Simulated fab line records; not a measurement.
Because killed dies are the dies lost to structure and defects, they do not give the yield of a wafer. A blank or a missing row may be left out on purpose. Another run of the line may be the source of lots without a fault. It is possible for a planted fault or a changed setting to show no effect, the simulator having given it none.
What tool caused it? + flow n5_finfet + 24 lots, 72 wafers sampled, at 6 steps of a route of 1938

== WHAT THE GAUGES SHOWED, per wafer ==
N5_BEOL_M7_THK_MEAS_01. Usual: M7_ILD_THK 154.3 nm, standard deviation 2.
| lot  | measured     | on            | M7_ILD_THK (nm)   | flag |
|------|--------------|---------------|-------------------|------|
| L074 | day 8 22:17  | film_metro-01 | 152.4 155.7 154.0 |      |
| L075 | day 9 03:29  | film_metro-01 | 152.1 152.8 157.5 |      |
| L076 | day 9 07:05  | film_metro-01 | 153.3 151.5 154.2 |      |
| L077 | day 9 07:59  | film_metro-01 | 152.4 154.3 156.7 |      |
| L078 | day 9 20:05  | film_metro-01 | 153.5 154.6 153.8 |      |
| L079 | day 10 00:43 | film_metro-01 | 151.0 153.6 155.4 |      |
| L080 | day 10 08:01 | film_metro-02 | 154.5 152.6 157.4 |      |
| L081 | day 10 14:26 | film_metro-01 | 154.1 157.3 156.4 |      |
| L082 | day 10 14:51 | film_metro-01 | 151.5 152.7 153.0 |      |
| L083 | day 10 22:53 | film_metro-01 | 153.0 155.8 155.6 |      |
| L085 | day 10 23:10 | film_metro-02 | 153.8 154.6 157.0 |      |
| L084 | day 11 01:05 | film_metro-02 | 156.6 156.3 155.0 |      |
| L086 | day 12 06:09 | film_metro-01 | 155.6 156.3 156.9 |      |
| L087 | day 12 09:35 | film_metro-01 | 156.8 157.1 157.1 |      |
| L089 | day 12 09:59 | film_metro-01 | 154.5 158.2 157.6 |      |
| L088 | day 12 22:13 | film_metro-01 | 156.6 151.9 155.2 |      |
| L091 | day 13 01:34 | film_metro-02 | 154.4 153.6 156.6 |      |
| L090 | day 13 21:24 | film_metro-01 | 152.1 149.5 153.2 |      |
| L092 | day 14 04:18 | film_metro-02 | 152.8 151.2 156.5 |      |
| L093 | day 15 02:05 | film_metro-01 | 151.0 157.5 155.5 |      |
| L096 | day 15 02:56 | film_metro-01 | 151.1 153.2 154.4 |      |
| L094 | day 15 04:45 | film_metro-02 | 153.1 154.4 155.1 |      |
| L097 | day 15 21:59 | film_metro-01 | 153.7 154.0 154.4 |      |
| L095 | day 16 08:07 | film_metro-02 | 150.5 150.9 153.7 |      |

N5_BEOL_M7_OVL_MEAS_12. Usual: M7_OVL 0.5 nm, standard deviation 0.6.
| lot  | measured     | on         | M7_OVL (nm)    | flag |
|------|--------------|------------|----------------|------|
| L074 | day 8 23:21  | overlay-01 | 0.4 1.1 1.7    |      |
| L075 | day 9 05:07  | overlay-02 | 0.5 0.6 0.3    |      |
| L076 | day 9 09:25  | overlay-01 | 1.6 0.7 1.6    |      |
| L077 | day 9 09:31  | overlay-02 | 1.2 0.8 0.9    |      |
| L078 | day 9 21:28  | overlay-02 | 0.8 -0.8 1.0   |      |
| L079 | day 10 01:29 | overlay-02 | 1.5 0.8 0.2    |      |
| L080 | day 10 10:03 | overlay-01 | 0.3 0.7 0.0    |      |
| L081 | day 10 15:47 | overlay-01 | 1.3 0.8 0.4    |      |
| L082 | day 10 15:52 | overlay-01 | 0.8 0.5 0.6    |      |
| L083 | day 11 00:21 | overlay-01 | -0.2 -0.4 -0.2 |      |
| L085 | day 11 00:31 | overlay-01 | 0.8 0.5 0.5    |      |
| L084 | day 11 03:03 | overlay-01 | 0.8 0.4 0.7    |      |
| L086 | day 12 08:19 | overlay-01 | 0.2 0.6 0.1    |      |
| L087 | day 12 10:49 | overlay-01 | -0.8 -0.5 -0.4 |      |
| L089 | day 12 11:04 | overlay-01 | -1.1 0.2 -0.3  |      |
| L088 | day 13 00:18 | overlay-01 | 1.3 0.5 0.6    |      |
| L091 | day 13 02:19 | overlay-01 | 1.4 0.9 1.1    |      |
| L090 | day 13 22:51 | overlay-02 | 0.6 -0.3 -0.3  |      |
| L092 | day 14 06:57 | overlay-02 | 0.1 0.4 0.6    |      |
| L093 | day 15 03:33 | overlay-02 | 1.0 0.3 0.4    |      |
| L096 | day 15 04:05 | overlay-02 | 0.9 1.6 1.0    |      |
| L094 | day 15 05:23 | overlay-01 | 0.3 -0.3 0.0   |      |
| L097 | day 15 23:59 | overlay-01 | 0.1 0.2 0.2    |      |
| L095 | day 16 12:00 | overlay-01 | -0.7 0.2 0.5   |      |

N5_BEOL_M8_OVL_MEAS_12. Usual: M8_OVL 0.1 nm, standard deviation 0.6.
| lot  | measured     | on         | M8_OVL (nm)    | flag |
|------|--------------|------------|----------------|------|
| L074 | day 9 06:32  | overlay-02 | -0.3 0.1 0.6   |      |
| L075 | day 9 13:09  | overlay-02 | -0.1 0.1 -0.6  |      |
| L076 | day 9 18:02  | overlay-02 | 1.2 1.9 0.9    |      |
| L077 | day 9 17:46  | overlay-01 | 0.2 0.8 0.6    |      |
| L078 | day 10 05:43 | overlay-01 | -0.3 -0.7 -0.3 |      |
| L079 | day 10 09:40 | overlay-01 | 0.6 0.7 0.6    |      |
| L080 | day 10 19:20 | overlay-01 | -0.5 -0.9 -1.4 |      |
| L081 | day 11 00:09 | overlay-01 | 0.4 0.6 1.0    |      |
| L082 | day 10 23:07 | overlay-01 | 0.3 -0.1 0.6   |      |
| L083 | day 11 06:11 | overlay-01 | -0.4 0.5 1.2   |      |
| L085 | day 11 09:17 | overlay-01 | 0.4 -0.3 0.0   |      |
| L084 | day 11 09:37 | overlay-01 | -0.3 -0.3 -0.4 |      |
| L086 | day 12 16:38 | overlay-01 | 0.4 0.6 0.5    |      |
| L087 | day 12 21:31 | overlay-02 | -0.5 0.6 0.0   |      |
| L089 | day 12 21:22 | overlay-02 | 0.1 0.2 0.0    |      |
| L088 | day 13 08:17 | overlay-01 | 0.2 -0.4 0.9   |      |
| L091 | day 13 10:20 | overlay-01 | 0.7 -1.4 0.8   |      |
| L090 | day 14 04:29 | overlay-02 | -0.7 -1.1 -0.4 |      |
| L092 | day 14 18:26 | overlay-01 | 0.0 -0.5 -0.6  |      |
| L093 | day 15 10:34 | overlay-02 | 0.0 0.5 0.2    |      |
| L096 | day 15 13:35 | overlay-01 | 0.3 -0.2 -0.3  |      |
| L094 | day 15 13:47 | overlay-01 | -0.8 -0.2 -0.6 |      |
| L097 | day 16 11:55 | overlay-02 | 0.3 1.8 0.0    |      |
| L095 | day 17 04:51 | overlay-01 | 0.1 -0.7 -1.2  |      |

== EACH LOT AND THE TOOL THAT RAN IT (in order: tool; ch and the chambers of the sampled wafers; start) ==
| lot  | N5_BEOL_M7_ETCH_61                 | N5_BEOL_M7_STRIP_67                | N5_BEOL_M7_ETCH_72                 |
|------|------------------------------------|------------------------------------|------------------------------------|
| L074 | rie_diel-06 ch 0,1,2, day 8 23:27  | rie_diel-06 ch 0,1,2, day 8 23:39  | rie_diel-04 ch 0,1,3, day 9 01:48  |
| L075 | rie_diel-02 ch 0,1,3, day 9 05:13  | rie_diel-02 ch 0,1,3, day 9 05:25  | rie_diel-04 ch 0,1,3, day 9 06:06  |
| L076 | rie_diel-04 ch 0,1,2, day 9 09:30  | rie_diel-04 ch 0,1,2, day 9 09:42  | rie_diel-04 ch 0,1, day 9 12:05    |
| L077 | rie_diel-06 ch 1,3, day 9 09:36    | rie_diel-06 ch 1,3, day 9 09:49    | rie_diel-06 ch 0,2,3, day 9 11:50  |
| L078 | rie_diel-02 ch 0,1,3, day 9 21:38  | rie_diel-02 ch 0,1,3, day 9 21:50  | rie_diel-02 ch 0,1,2, day 9 22:42  |
| L079 | rie_diel-06 ch 2,3, day 10 01:37   | rie_diel-06 ch 2,3, day 10 01:49   | rie_diel-02 ch 1,2,3, day 10 04:32 |
| L080 | rie_diel-02 ch 0,3, day 10 10:14   | rie_diel-02 ch 0,3, day 10 10:26   | rie_diel-02 ch 0,2,3, day 10 11:17 |
| L081 | rie_diel-04 ch 1,2,3, day 10 15:53 | rie_diel-04 ch 1,2,3, day 10 16:05 | rie_diel-04 ch 2,3, day 10 18:46   |
| L082 | rie_diel-04 ch 0,2, day 10 16:08   | rie_diel-04 ch 0,2, day 10 16:21   | rie_diel-02 ch 1,3, day 10 18:32   |
| L083 | rie_diel-02 ch 0,2, day 11 00:26   | rie_diel-02 ch 0,2, day 11 00:39   | rie_diel-02 ch 0,2,3, day 11 01:58 |
| L085 | rie_diel-04 ch 0,1,3, day 11 00:37 | rie_diel-04 ch 0,1,3, day 11 00:49 | rie_diel-06 ch 0,1,2, day 11 02:22 |
| L084 | rie_diel-06 ch 0,3, day 11 03:08   | rie_diel-06 ch 0,3, day 11 03:20   | rie_diel-04 ch 0,3, day 11 04:08   |
| L086 | rie_diel-06 ch 0,1,3, day 12 08:40 | rie_diel-06 ch 0,1,3, day 12 08:52 | rie_diel-04 ch 0,1,2, day 12 09:54 |
| L087 | rie_diel-04 ch 0,1, day 12 10:54   | rie_diel-04 ch 0,1, day 12 11:06   | rie_diel-04 ch 0,1,2, day 12 15:01 |
| L089 | rie_diel-06 ch 1,2, day 12 11:25   | rie_diel-06 ch 1,2, day 12 11:37   | rie_diel-02 ch 0,1,3, day 12 14:58 |
| L088 | rie_diel-02 ch 0,2, day 13 00:45   | rie_diel-02 ch 0,2, day 13 00:58   | rie_diel-06 ch 0,1,2, day 13 02:41 |
| L091 | rie_diel-04 ch 1,2,3, day 13 02:25 | rie_diel-04 ch 1,2,3, day 13 02:37 | rie_diel-02 ch 0,1,2, day 13 06:36 |
| L090 | rie_diel-06 ch 0,2,3, day 13 22:57 | rie_diel-06 ch 0,2,3, day 13 23:09 | rie_diel-06 ch 2,3, day 13 23:51   |
| L092 | rie_diel-02 ch 0,2,3, day 14 07:05 | rie_diel-02 ch 0,2,3, day 14 07:17 | rie_diel-04 ch 2,3, day 14 11:52   |
| L093 | rie_diel-04 ch 2,3, day 15 03:43   | rie_diel-04 ch 2,3, day 15 03:56   | rie_diel-02 ch 0,2,3, day 15 04:50 |
| L096 | rie_diel-04 ch 1,2, day 15 04:18   | rie_diel-04 ch 1,2, day 15 04:30   | rie_diel-04 ch 2,3, day 15 05:40   |
| L094 | rie_diel-02 ch 0,1,2, day 15 05:48 | rie_diel-02 ch 0,1,2, day 15 06:00 | rie_diel-04 ch 0,1, day 15 08:16   |
| L097 | rie_diel-02 ch 1,3, day 16 00:04   | rie_diel-02 ch 1,3, day 16 00:16   | rie_diel-02 ch 0,2,3, day 16 02:55 |
| L095 | rie_diel-06 ch 0,2, day 16 12:07   | rie_diel-06 ch 0,2, day 16 12:19   | rie_diel-04 ch 1,3, day 16 19:08   |
- N5_BEOL_M7_ETCH_61: etches SiARC in CF4, target depth 45.5 nm, time 75.8 s.
- N5_BEOL_M7_STRIP_67: strips in CF4.
- N5_BEOL_M7_ETCH_72: etches underlayer in N2/H2, target depth 6.5 nm, time 5.2 s.

== AS READ BY THE TOOLS THEMSELVES (means over the sampled wafers that have a number; for cases with no such wafer, the mark the record gives instead) ==
N5_BEOL_M7_ETCH_61. Usual: drypump_motor_current_A 5.5 A, standard deviation 0.49; etch_rf_on_time_s 76.0 s, standard deviation 1.6; oes_product_au 0.67 a.u., standard deviation 0.064; rf_vpp_V 184.3 V, standard deviation 1.1; showerhead_plenum_p_Torr 2.15 Torr, standard deviation 0.047; throttle_valve_pct 15.63 %, standard deviation 0.21.
| lot  | tool        | drypump_motor_current_A (A) | etch_rf_on_time_s (s) | oes_product_au (a.u.) | rf_vpp_V (V) | showerhead_plenum_p_Torr (Torr) | throttle_valve_pct (%) | flag |
|------|-------------|-----------------------------|-----------------------|-----------------------|--------------|---------------------------------|------------------------|------|
| L074 | rie_diel-06 | 5.4                         | 76.2                  | 0.62                  | 183.7        | 2.16                            | 15.74                  |      |
| L075 | rie_diel-02 | 5.3                         | 77.3                  | 0.63                  | 183.4        | 2.16                            | 15.63                  |      |
| L076 | rie_diel-04 | 5.4                         | 75.7                  | 0.68                  | 184.1        | 2.16                            | 15.64                  |      |
| L077 | rie_diel-06 | 5.8                         | 74.2                  | 0.69                  | 184.4        | 2.19                            | 15.69                  |      |
| L078 | rie_diel-02 | 5.3                         | 78.3                  | 0.62                  | 184.0        | 2.16                            | 15.64                  |      |
| L079 | rie_diel-06 | 6.0                         | 75.7                  | 0.68                  | 183.4        | 2.12                            | 15.70                  |      |
| L080 | rie_diel-02 | 5.0                         | 77.5                  | 0.62                  | 185.5        | 2.18                            | 15.58                  |      |
| L081 | rie_diel-04 | 5.5                         | 75.7                  | 0.69                  | 185.2        | 2.16                            | 15.62                  |      |
| L082 | rie_diel-04 | 5.1                         | 74.2                  | 0.69                  | 183.9        | 2.13                            | 15.65                  |      |
| L083 | rie_diel-02 | 5.7                         | 78.0                  | 0.65                  | 182.8        | 2.14                            | 15.75                  |      |
| L085 | rie_diel-04 | 5.5                         | 75.0                  | 0.67                  | 185.4        | 2.18                            | 15.57                  |      |
| L084 | rie_diel-06 | 5.4                         | 75.6                  | 0.64                  | 183.6        | 2.11                            | 15.46                  |      |
| L086 | rie_diel-06 | 5.5                         | 74.4                  | 0.72                  | 184.3        | 2.14                            | 15.45                  |      |
| L087 | rie_diel-04 | 5.8                         | 75.7                  | 0.64                  | 184.9        | 2.20                            | 15.62                  |      |
| L089 | rie_diel-06 | 5.7                         | 75.8                  | 0.62                  | 184.5        | 2.15                            | 15.92                  |      |
| L088 | rie_diel-02 | 5.7                         | 78.9                  | 0.63                  | 184.7        | 2.14                            | 15.78                  |      |
| L091 | rie_diel-04 | 5.4                         | 75.8                  | 0.67                  | 183.8        | 2.15                            | 15.65                  |      |
| L090 | rie_diel-06 | 5.7                         | 75.4                  | 0.71                  | 184.3        | 2.11                            | 15.47                  |      |
| L092 | rie_diel-02 | 5.5                         | 77.4                  | 0.64                  | 184.6        | 2.17                            | 15.68                  |      |
| L093 | rie_diel-04 | 5.2                         | 75.9                  | 0.67                  | 184.1        | 2.13                            | 15.65                  |      |
| L096 | rie_diel-04 | 5.4                         | 76.1                  | 0.66                  | 183.4        | 2.12                            | 15.78                  |      |
| L094 | rie_diel-02 | 5.8                         | 77.6                  | 0.64                  | 184.2        | 2.14                            | 15.72                  |      |
| L097 | rie_diel-02 | 5.4                         | 76.5                  | 0.63                  | 185.0        | 2.15                            | 15.63                  |      |
| L095 | rie_diel-06 | 5.2                         | 76.9                  | 0.70                  | 183.7        | 2.11                            | 15.39                  |      |

N5_BEOL_M7_STRIP_67. Usual: drypump_motor_current_A 5.5 A, standard deviation 0.49; oes_product_au 0.78 a.u., standard deviation 0.067; rf_vpp_V 271.2 V, standard deviation 1.2; showerhead_plenum_p_Torr 1.80 Torr, standard deviation 0.038; throttle_valve_pct 13.60 %, standard deviation 0.24.
| lot  | tool        | drypump_motor_current_A (A) | oes_product_au (a.u.) | rf_vpp_V (V) | showerhead_plenum_p_Torr (Torr) | throttle_valve_pct (%) | flag |
|------|-------------|-----------------------------|-----------------------|--------------|---------------------------------|------------------------|------|
| L074 | rie_diel-06 | 5.4                         | 0.73                  | 270.0        | 1.81                            | 13.74                  |      |
| L075 | rie_diel-02 | 5.3                         | 0.75                  | 270.5        | 1.81                            | 13.62                  |      |
| L076 | rie_diel-04 | 5.4                         | 0.79                  | 271.5        | 1.81                            | 13.61                  |      |
| L077 | rie_diel-06 | 5.7                         | 0.80                  | 271.8        | 1.83                            | 13.65                  |      |
| L078 | rie_diel-02 | 5.3                         | 0.75                  | 272.2        | 1.81                            | 13.64                  |      |
| L079 | rie_diel-06 | 5.9                         | 0.80                  | 270.1        | 1.78                            | 13.65                  |      |
| L080 | rie_diel-02 | 5.0                         | 0.73                  | 273.1        | 1.82                            | 13.58                  |      |
| L081 | rie_diel-04 | 5.5                         | 0.80                  | 271.2        | 1.80                            | 13.58                  |      |
| L082 | rie_diel-04 | 5.1                         | 0.80                  | 270.8        | 1.79                            | 13.61                  |      |
| L083 | rie_diel-02 | 5.7                         | 0.77                  | 270.1        | 1.79                            | 13.74                  |      |
| L085 | rie_diel-04 | 5.5                         | 0.78                  | 271.9        | 1.82                            | 13.54                  |      |
| L084 | rie_diel-06 | 5.3                         | 0.75                  | 270.6        | 1.76                            | 13.44                  |      |
| L086 | rie_diel-06 | 5.6                         | 0.85                  | 271.2        | 1.79                            | 13.38                  |      |
| L087 | rie_diel-04 | 5.8                         | 0.74                  | 271.5        | 1.84                            | 13.63                  |      |
| L089 | rie_diel-06 | 5.7                         | 0.73                  | 271.3        | 1.81                            | 13.92                  |      |
| L088 | rie_diel-02 | 5.6                         | 0.75                  | 270.2        | 1.79                            | 13.77                  |      |
| L091 | rie_diel-04 | 5.5                         | 0.78                  | 271.1        | 1.80                            | 13.62                  |      |
| L090 | rie_diel-06 | 5.7                         | 0.83                  | 269.9        | 1.76                            | 13.42                  |      |
| L092 | rie_diel-02 | 5.5                         | 0.76                  | 271.2        | 1.81                            | 13.64                  |      |
| L093 | rie_diel-04 | 5.2                         | 0.79                  | 271.6        | 1.78                            | 13.58                  |      |
| L096 | rie_diel-04 | 5.4                         | 0.78                  | 270.4        | 1.78                            | 13.75                  |      |
| L094 | rie_diel-02 | 5.8                         | 0.76                  | 271.3        | 1.80                            | 13.72                  |      |
| L097 | rie_diel-02 | 5.5                         | 0.73                  | 271.9        | 1.81                            | 13.65                  |      |
| L095 | rie_diel-06 | 5.2                         | 0.82                  | 270.9        | 1.77                            | 13.35                  |      |

N5_BEOL_M7_ETCH_72. Usual: for drypump_motor_current_A, 5.5 A with a standard deviation of 0.51; for etch_rf_on_time_s, 5.20 s with a standard deviation of 0.11; for n2_flow_sccm, 199.9 sccm with a standard deviation of 0.65; for oes_product_au, 0.67 a.u. with a standard deviation of 0.062; for rf_vpp_V, 524.1 V with a standard deviation of 2.2; for showerhead_plenum_p_Torr, 2.56 Torr with a standard deviation of 0.064; for throttle_valve_pct, 17.90 % with a standard deviation of 0.18.
| lot  | tool        | drypump_motor_current_A (A) | etch_rf_on_time_s (s) | n2_flow_sccm (sccm) | oes_product_au (a.u.) | rf_vpp_V (V) | showerhead_plenum_p_Torr (Torr) | throttle_valve_pct (%) | flag |
|------|-------------|-----------------------------|-----------------------|---------------------|-----------------------|--------------|---------------------------------|------------------------|------|
| L074 | rie_diel-04 | 5.5                         | 5.16                  | 200.1               | 0.68                  | 526.1        | 2.60                            | 17.79                  |      |
| L075 | rie_diel-04 | 5.5                         | 5.10                  | 200.1               | 0.68                  | 524.4        | 2.59                            | 17.79                  |      |
| L076 | rie_diel-04 | 5.8                         | 5.15                  | 199.6               | 0.65                  | 526.6        | 2.61                            | 17.83                  |      |
| L077 | rie_diel-06 | 5.6                         | 5.19                  | 199.7               | 0.67                  | 522.7        | 2.52                            | 17.90                  |      |
| L078 | rie_diel-02 | 5.8                         | 5.29                  | 200.2               | 0.69                  | 523.4        | 2.56                            | 17.99                  |      |
| L079 | rie_diel-02 | 5.7                         | 5.21                  | 200.2               | 0.69                  | 523.9        | 2.60                            | 17.84                  |      |
| L080 | rie_diel-02 | 5.6                         | 5.26                  | 200.1               | 0.67                  | 525.1        | 2.59                            | 17.94                  |      |
| L081 | rie_diel-04 | 5.2                         | 5.17                  | 199.0               | 0.70                  | 524.4        | 2.54                            | 17.82                  |      |
| L082 | rie_diel-02 | 5.5                         | 5.22                  | 200.0               | 0.64                  | 524.7        | 2.59                            | 17.92                  |      |
| L083 | rie_diel-02 | 5.5                         | 5.35                  | 199.5               | 0.66                  | 525.3        | 2.59                            | 17.96                  |      |
| L085 | rie_diel-06 | 5.4                         | 5.20                  | 199.7               | 0.62                  | 524.2        | 2.55                            | 18.01                  |      |
| L084 | rie_diel-04 | 5.2                         | 5.20                  | 199.2               | 0.68                  | 525.7        | 2.56                            | 17.76                  |      |
| L086 | rie_diel-04 | 5.4                         | 5.13                  | 200.7               | 0.67                  | 523.6        | 2.54                            | 17.88                  |      |
| L087 | rie_diel-04 | 5.4                         | 5.11                  | 200.1               | 0.66                  | 524.1        | 2.54                            | 17.86                  |      |
| L089 | rie_diel-02 | 5.3                         | 5.34                  | 199.1               | 0.61                  | 523.8        | 2.57                            | 18.05                  |      |
| L088 | rie_diel-06 | 5.4                         | 5.18                  | 200.2               | 0.68                  | 524.6        | 2.55                            | 17.90                  |      |
| L091 | rie_diel-02 | 5.8                         | 5.32                  | 199.7               | 0.66                  | 525.0        | 2.55                            | 18.03                  |      |
| L090 | rie_diel-06 | 6.1                         | 5.08                  | 200.2               | 0.70                  | 522.3        | 2.51                            | 18.00                  |      |
| L092 | rie_diel-04 | 5.2                         | 5.23                  | 199.8               | 0.68                  | 523.9        | 2.53                            | 17.86                  |      |
| L093 | rie_diel-02 | 5.5                         | 5.36                  | 200.2               | 0.63                  | 522.7        | 2.58                            | 18.01                  |      |
| L096 | rie_diel-04 | 5.2                         | 5.11                  | 199.8               | 0.68                  | 523.7        | 2.52                            | 17.88                  |      |
| L094 | rie_diel-04 | 5.8                         | 5.14                  | 200.1               | 0.63                  | 524.6        | 2.60                            | 17.91                  |      |
| L097 | rie_diel-02 | 5.6                         | 5.33                  | 199.8               | 0.71                  | 524.1        | 2.58                            | 17.86                  |      |
| L095 | rie_diel-04 | 5.8                         | 5.15                  | 200.2               | 0.63                  | 525.6        | 2.60                            | 17.91                  |      |

== THE ANSWER, worked out from the rows above alone ==
Rule: a lot counts as off when the mean over its wafers that have a number is more than 3 standard deviations away from the usual mean. Also off: a lot with no number at a reading for which 4 or more lots have one. All remaining lots with rows at the step are treated as sound. First the gauges in route order, then the tools' own readings, where a lot's mean is used as printed above. At the first step where some lot is off, the reading lying furthest off is the one used; lots without a number count as furthest.
Across all readings shown, no lot is off: no conclusion can be drawn from this.

== WHAT WAS PUT IN BY THE SIMULATOR ==
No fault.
